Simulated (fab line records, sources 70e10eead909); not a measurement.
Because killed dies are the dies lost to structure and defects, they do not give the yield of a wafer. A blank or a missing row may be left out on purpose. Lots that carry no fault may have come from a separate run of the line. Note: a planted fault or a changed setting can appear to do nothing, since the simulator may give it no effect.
A lot that was struck, set against a sound lot :: flow nand_harc :: 26 steps out of a route of 1159
Sound: these wafers, L266.1, L266.3, L266.4. The struck wafers were L271.4, L271.5. The cause is named last.
Each step with rows lists, per side, the tool, then ch with its chambers, then its first start. Under that, the readings that differ: sound wafers :: struck wafers :: difference of the means :: sigmas: that difference in standard deviations of wafers without a fault.
alike: a reading whose means differ by less than 2 such deviations, as well as words and numbers matching on both sides. not compared: withheld readings; readings where some wafer has no value; bounds like >300 that might hide an equal value; numbers whose values overlap and for which the record gives no deviation.
A row with sigmas, a row that says differs or no value, or rows on one side alone: a step with any of these is where the two part. Numbers that have no deviation but don't overlap get no sigmas and don't part them. A reading that every wafer of one side lacks parts them only if that side has two wafers or more.

first, 6 steps without rows for these wafers: NHARC_A_SLIT_COAT_03 (resist thk 90 nm); NHARC_A_SLIT_SOFTBAKE_04 (time 55 s); NHARC_A_SLIT_EBR_05; NHARC_A_SLIT_EXPOSE_06 (exposes mask SLIT); NHARC_A_SLIT_PEB_07 (peb time 65 s); NHARC_A_SLIT_DEVELOP_08 (develop time 35 s).
NHARC_A_SLIT_CD_MEAS_09: target cd 300 nm.
  sound on cd_sem-03 ch 0, day 14 13:40; struck on cd_sem-02 ch 0, day 16 01:30
  alike: cd_nm
NHARC_A_SLIT_OVL_MEAS_10:
  sound on overlay-02, day 14 13:45; struck on overlay-01, day 16 01:35
reading: overlay_x_nm (nm)
sound: -0.9 -1.2 -0.5
struck: 0.7 1.1
difference: +1.8
sigmas: +2

reading: overlay_y_nm (nm)
sound: 2.3 1.7 2.1
struck: 0.2 0.6
difference: -1.6
sigmas: -2
NHARC_A_SLIT_INSPECT_11:
  sound on defect_inspect-01, day 14 13:47; struck on defect_inspect-02, day 16 01:37
  alike: raw_defect_count
NHARC_A_SLIT_DESCUM_14: chemistry O2, time 3 s.
  sound on rie_diel-09 ch 0,1,2, day 14 13:52; struck on rie_diel-06 ch 0,2, day 16 01:42
  alike: drypump_motor_current_A, mfc_ar_sccm, oes_product_au, rf_vpp_V, showerhead_plenum_p_Torr, throttle_valve_pct
  not compared: rf_hours_counter_h
NHARC_A_SLIT_ETCH_24: etches the open film in CF4/CHF3, target depth 121 nm, time 60.5 s.
  sound on rie_diel-09 ch 0,2,3, day 14 13:56; struck on rie_diel-06 ch 1, day 16 01:46
reading: throttle_valve_pct (%)
sound: 16.789 16.797 16.794
struck: 16.800 16.826
difference: +0.020
sigmas: +2
  alike: drypump_motor_current_A, mfc_ar_sccm, oes_product_au, rf_vpp_V, showerhead_plenum_p_Torr
  not compared: rf_hours_counter_h
then, 1 step without rows for these wafers: NHARC_A_SLIT_ETCH_15 (etches the open film in O2/COS, target depth 3200 nm, time 832 s).
NHARC_A_SLIT_ETCH_17: etches the open film in C4F8/O2/Ar, time 1687.5 s, target depth 10100 nm.
  sound on har_etch-02 ch 0,1, day 14 15:53; struck on har_etch-02 ch 1, day 16 03:11
  alike: drypump_motor_current_A, he_backside_leak_sccm, mfc_ar_sccm, showerhead_plenum_p_Torr, throttle_valve_pct
  not compared: rf_hours_counter_h
then, 2 steps without rows for these wafers: NHARC_A_SLIT_ETCH_26 (etches the open film in C4F8/O2/Ar, time 90 s, target depth 400 nm); NHARC_A_SLIT_STRIP_28 (strips in O2/COS).
NHARC_A_SLIT_ETCH_29: etches the open film in CF4/O2, target depth 100 nm, overetch 10 nm, time 55 s.
  sound on rie_diel-09 ch 0,1,3, day 14 17:46; struck on rie_diel-13 ch 0,1, day 16 04:34
  alike: drypump_motor_current_A, mfc_ar_sccm, oes_product_au, rf_vpp_V, showerhead_plenum_p_Torr, throttle_valve_pct
  not compared: rf_hours_counter_h
NHARC_A_SLIT_STRIP_18: strips in O2.
  sound: rie_diel-09 ch 0,1,2; struck: rie_diel-13 ch 2,3
  alike: drypump_motor_current_A, mfc_ar_sccm, oes_product_au, rf_vpp_V, showerhead_plenum_p_Torr, throttle_valve_pct
  not compared: rf_hours_counter_h
then, 2 steps without rows for these wafers: NHARC_A_SLIT_PRECLEAN_19 (cleans in SC1); NHARC_A_SLIT_SRD_20.
NHARC_A_SLIT_CD_MEAS_21:
  sound on cd_sem-03, day 14 18:17; struck on cd_sem-02, day 16 05:08
  alike: cd_nm
then, 3 steps without rows for these wafers: NHARC_A_SIN_REMOVE_WET_00 (chemistry H3PO4, time 15300 s); NHARC_A_SIN_REMOVE_PRECLEAN_01 (cleans in SC1); NHARC_A_SIN_REMOVE_SRD_02.
NHARC_A_SIN_REMOVE_INSPECT_04:
  sound on defect_inspect-01, day 15 02:00; struck on defect_inspect-02, day 16 13:01
reading: raw_defect_count
sound: 248 443 366
struck: 1367 1336
difference: +999
sigmas: +11
  not compared: hold
NHARC_A_WL_FILL_ALD_00: deposits Al2O3, target thk 3 nm, pulse time 3 s, ald cycles 30.
  sound on ald_hk-02 ch 1,2,3, day 15 02:13; struck on ald_hk-04 ch 0,1, day 16 18:32
reading: hold
sound: - - -
struck: await_dispo/5.4h/release await_dispo/5.4h/release
difference: no value on the sound wafers
sigmas: 
  alike: heater_power_w, precursor_pulse_height_rel
  not compared: since_wet_clean_h
-- break in the record here, with 6 days between the starts of the struck wafers on either side (left off in module A_WL_FILL, picked up again in module END, where the first step shown is number 1159 on the route) --
NHARC_END_SORT_01:
  sound on prober-02 ch 0, day 19 10:08; struck on prober-02 ch 0, day 22 11:06
reading: killed_at_array
sound: 17 25 22
struck: 66 62
difference: +43
sigmas: +6

reading: killed_dies
sound: 19 27 28
struck: 69 65
difference: +42
sigmas: +5
  alike: killed_at_other, killed_at_periphery, killed_open, killed_short

## WHERE THEY PART
First at NHARC_A_SLIT_OVL_MEAS_10; last, within this record, at NHARC_END_SORT_01.

WHY: whatever the simulator had introduced
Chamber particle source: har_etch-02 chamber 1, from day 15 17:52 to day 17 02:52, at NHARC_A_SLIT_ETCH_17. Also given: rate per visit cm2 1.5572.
